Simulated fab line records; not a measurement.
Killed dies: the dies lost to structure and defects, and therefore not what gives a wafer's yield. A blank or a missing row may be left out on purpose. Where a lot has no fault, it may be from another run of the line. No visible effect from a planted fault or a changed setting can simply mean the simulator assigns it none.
Matching of chambers ; flow nandHarc ; rieDiel-06 running NHARC_A_STAIRCASE_TRIM_196: 4 sister chambers
The step chemistry O2, time 211.2 s. 18 wafers are shown with their chamber, then 9 later ones without.

WAFERS PAIRED WITH THEIR CHAMBERS
wafer;chamber;showerheadPlenumPTorr (Torr);rfVppV (V);throttleValvePct (%)
L076.3;0;3.55;56.5;17.034
L076.4;2;3.77;57.6;17.046
L076.6;0;3.55;57.5;17.033
L078.1;2;3.77;58.3;17.037
L078.4;3;3.46;56.6;17.041
L078.5;1;3.60;59.1;17.040
L085.2;1;3.59;57.6;17.041
L085.4;2;3.75;58.6;17.057
L085.6;1;3.59;57.5;17.024
L087.2;0;3.53;57.7;17.031
L087.4;1;3.59;58.4;17.041
L087.6;1;3.59;57.6;17.046
L089.4;0;3.53;57.6;17.027
L089.5;1;3.58;57.7;17.043
L089.6;0;3.53;57.7;17.043
L090.1;1;3.58;58.6;17.036
L090.4;0;3.53;57.9;17.042
L090.5;0;3.53;58.5;17.039

SIGNATURES (means of the wafers above)
reading;chamber 0;chamber 1;chamber 2;chamber 3;scatter within a chamber
showerheadPlenumPTorr;3.5357;3.5886;3.7633;3.4600;0.00896
rfVppV;57.629;58.071;58.167;56.600;0.599
throttleValvePct;17.03557;17.03871;17.04667;17.04100;0.00717
Rule: for each reading, subtract the chamber's mean from the wafer's reading, divide by that reading's scatter and square the result; add these up over the readings and take the root, which gives the wafer's distance from the chamber. The wafer belongs to the nearest chamber; if the next one is less than 2 further off, it can't be placed. The scatter is the square root of a quotient: the sum, over the shown wafers, of each reading's squared deviation from its chamber's mean, divided by wafers minus chambers.

WAFERS WITH NO CHAMBER GIVEN
wafer;showerheadPlenumPTorr (Torr);rfVppV (V);throttleValvePct (%)
L091.1;3.44;57.4;17.038
L091.4;3.58;58.9;17.030
L091.5;3.44;57.3;17.046
L095.2;3.74;58.3;17.061
L095.3;3.44;58.3;17.041
L095.6;3.52;57.9;17.024
L097.3;3.57;58.5;17.028
L097.4;3.74;59.0;17.025
L097.6;3.57;58.2;17.050

CHAMBER TAKEN BY EACH
wafer;from the rows above;in truth
L091.1;3;3
L091.4;1;1
L091.5;3;3
L095.2;2;2
L095.3;3;3
L095.6;0;0
L097.3;can't be placed: 1 or 0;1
L097.4;2;2
L097.6;can't be placed: 1 or 0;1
Correctly placed: 7 of 9. These rows do not allow placing 2 (true chamber among the candidates in 2). 0 placed wrongly.
